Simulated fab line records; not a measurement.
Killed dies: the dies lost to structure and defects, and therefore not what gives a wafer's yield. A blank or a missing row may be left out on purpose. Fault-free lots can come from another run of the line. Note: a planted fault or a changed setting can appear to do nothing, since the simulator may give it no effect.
Chamber matching | flow nand harc | 4 sister chambers for NHARC_A_WL_FILL_ALD_02 on ald metal-01
The step deposits TiN, target thk 2 nm, pulse time 3 s, ald cycles 100. 4 wafers are shown with their chamber, then 9 later ones without.

## WAFERS PAIRED WITH THEIR CHAMBERS
wafer  | chamber | heater power w (W)
L088.4 | 2       | 1208
L091.2 | 1       | 939
L091.3 | 3       | 986
L091.4 | 0       | 1109

## WAFERS WITHOUT THEIR CHAMBER
wafer  | heater power w (W)
L093.1 | 1045
L093.5 | 1217
L093.6 | 979
L092.1 | 956
L092.2 | 966
L092.4 | 1070
L096.3 | 1014
L096.4 | 1124
L096.6 | 1032

## CHAMBER TAKEN BY EACH
wafer  | from the rows above          | in truth
L093.1 | can't be placed: 3 or 0 or 1 | 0
L093.5 | 2                            | 2
L093.6 | can't be placed: 3 or 1      | 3
L092.1 | can't be placed: 1 or 3      | 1
L092.2 | can't be placed: 3 or 1      | 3
L092.4 | can't be placed: 0 or 3      | 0
L096.3 | can't be placed: 3 or 1      | 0
L096.4 | 0                            | 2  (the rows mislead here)
L096.6 | can't be placed: 3 or 0 or 1 | 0
1 of 9 placed correctly. Not placeable from these rows: 7 (in 6, the candidates include the true chamber). Number placed wrongly: 1.
How it was worked out, from the rows above alone: a wafer's distance from a chamber is the root of the sum, over the readings, of the square of ((its reading less the chamber's mean) divided by the reading's scatter). If the next closest chamber is less than 2 further off than the closest, the wafer can't be placed; otherwise it belongs to the closest. A chamber's mean is the mean of its shown wafers. The scatter: root of mean squared gap, hidden wafer to nearest shown wafer, with one shown wafer a chamber.
